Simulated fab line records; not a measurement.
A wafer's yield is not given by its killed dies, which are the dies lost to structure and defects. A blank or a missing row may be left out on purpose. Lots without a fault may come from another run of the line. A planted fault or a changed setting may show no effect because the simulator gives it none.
Chamber matching :: flow n5-finfet :: N5_BEOL_M9_ETCH_66 on rie-diel-02: 4 sister chambers
The step etches SOC in N2/H2, target depth 80 nm, overetch 16 nm, time 120 s. 4 wafers are shown with their chamber, then 9 later ones without.

WAFERS WITH THEIR CHAMBER
wafer: L078.6
chamber: 0
drypump-motor-current-A (A): 5.2

wafer: L090.1
chamber: 2
drypump-motor-current-A (A): 5.0

wafer: L090.3
chamber: 3
drypump-motor-current-A (A): 5.5

wafer: L090.5
chamber: 1
drypump-motor-current-A (A): 5.6

WAFERS WHOSE CHAMBER IS MISSING
wafer: L094.2
drypump-motor-current-A (A): 5.6

wafer: L094.5
drypump-motor-current-A (A): 5.2

wafer: L094.6
drypump-motor-current-A (A): 5.7

wafer: L092.1
drypump-motor-current-A (A): 5.5

wafer: L092.2
drypump-motor-current-A (A): 5.0

wafer: L092.5
drypump-motor-current-A (A): 5.6

wafer: L093.2
drypump-motor-current-A (A): 5.2

wafer: L093.4
drypump-motor-current-A (A): 5.2

wafer: L093.6
drypump-motor-current-A (A): 5.7

WHICH CHAMBER EACH WENT THROUGH
wafer: L094.2
from the rows above: 1
in truth: 1

wafer: L094.5
from the rows above: 0
in truth: 0

wafer: L094.6
from the rows above: 1
in truth: 1

wafer: L092.1
from the rows above: 3
in truth: 3

wafer: L092.2
from the rows above: 2
in truth: 2

wafer: L092.5
from the rows above: 1
in truth: 1

wafer: L093.2
from the rows above: 0
in truth: 0

wafer: L093.4
from the rows above: 0
in truth: 0

wafer: L093.6
from the rows above: 1
in truth: 1
Placed correctly: 9 of 9. Not placeable from these rows: 0. Placed wrongly: 0.
How it was worked out, from the rows above alone: a wafer's distance from a chamber is the root of the sum, over the readings, of the square of ((its reading less the chamber's mean) divided by the reading's scatter). If the next closest chamber is less than 2 further off than the closest, the wafer can't be placed; otherwise it belongs to the closest. The mean given for a chamber averages the wafers shown for that chamber. The scatter: root of mean squared gap, hidden wafer to nearest shown wafer, with one shown wafer a chamber.
